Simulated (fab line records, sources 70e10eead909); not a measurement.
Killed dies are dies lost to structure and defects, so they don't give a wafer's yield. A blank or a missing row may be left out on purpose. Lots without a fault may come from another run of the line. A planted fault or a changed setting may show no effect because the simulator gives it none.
Which tool did it? | flow nand_harc | 12 lots, 36 wafers sampled, at 2 steps of a route of 1302

WHAT THE GAUGES READ, wafer by wafer
NHARC_A_SLIT_INSPECT_11. Usual: raw_defect_count 64, standard deviation 30.
lot  | measured     | on                | raw_defect_count | flag
L990 | day 18 18:53 | defect_inspect-02 | 55 79 56         |
L991 | day 19 00:49 | defect_inspect-01 | 70 85 74         |
L994 | day 19 23:51 | defect_inspect-01 | 129 125 127      |
L992 | day 20 00:50 | defect_inspect-01 | 72 59 52         |
L995 | day 21 01:43 | defect_inspect-02 | 67 60 61         |
L993 | day 21 01:53 | defect_inspect-02 | 101 116 128      |
L103 | day 23 23:53 | defect_inspect-02 | 62 80 55         |
L104 | day 24 08:44 | defect_inspect-01 | 19 17 32         |
L109 | day 27 09:38 | defect_inspect-02 | 26 42 28         |
L112 | day 27 19:34 | defect_inspect-02 | 38 36 35         |
L111 | day 27 21:35 | defect_inspect-01 | 44 66 46         |
L113 | day 28 03:44 | defect_inspect-02 | 56 58 52         |

NHARC_A_SLIT_CD_MEAS_21. Usual: cd_nm 289.7 nm, standard deviation 0.8.
lot  | measured     | on        | cd_nm (nm)        | flag
L990 | day 19 01:19 | cd_sem-03 | 288.7 288.8 288.6 |
L991 | day 19 09:23 | cd_sem-02 | 288.8 289.0 289.3 |
L994 | day 20 06:13 | cd_sem-01 | 289.5 290.8 290.2 |
L992 | day 20 07:29 | cd_sem-03 | 291.5 291.0 290.8 |
L995 | day 21 08:04 | cd_sem-02 | 288.1 289.5 288.4 |
L993 | day 21 08:13 | cd_sem-01 | 290.4 290.4 289.5 |
L103 | day 24 06:17 | cd_sem-03 | 290.6 290.9 290.4 |
L104 | day 24 15:43 | cd_sem-02 | 290.1 290.3 290.0 |
L109 | day 27 15:58 | cd_sem-01 | 288.8 290.9 289.8 |
L112 | day 28 01:53 | cd_sem-03 | 290.2 290.3 291.0 |
L111 | day 28 05:43 | cd_sem-02 | 290.4 291.3 289.3 |
L113 | day 28 10:20 | cd_sem-01 | 289.0 290.0 288.8 |

WHICH TOOL RAN EACH LOT (tool, then ch and the chambers of the sampled wafers, then the start)
The record holds no process step before these readings.

WHAT THE TOOLS THEMSELVES READ (means of the sampled wafers that have a number; where no wafer has one, the mark that the record gives instead)
The record holds no such reading with a usual standard deviation.

THE ANSWER, worked out from the rows above alone
Rule: a lot is off if the mean of its wafers that have a number lies more than 3 standard deviations from the usual mean. A lot without any number at a reading at which 4 lots or more have one is off too. The other lots that the step has rows for count as sound. The gauges are gone through in route order, then the tools' own readings, and for those a lot's mean is taken as printed above. The first step at which some lot is off is used, and at that step the reading that is off furthest; a lot without a number counts as furthest.
No lot is off at any reading shown: from this, nothing can be told.

WHAT THE SIMULATOR HAD PUT IN
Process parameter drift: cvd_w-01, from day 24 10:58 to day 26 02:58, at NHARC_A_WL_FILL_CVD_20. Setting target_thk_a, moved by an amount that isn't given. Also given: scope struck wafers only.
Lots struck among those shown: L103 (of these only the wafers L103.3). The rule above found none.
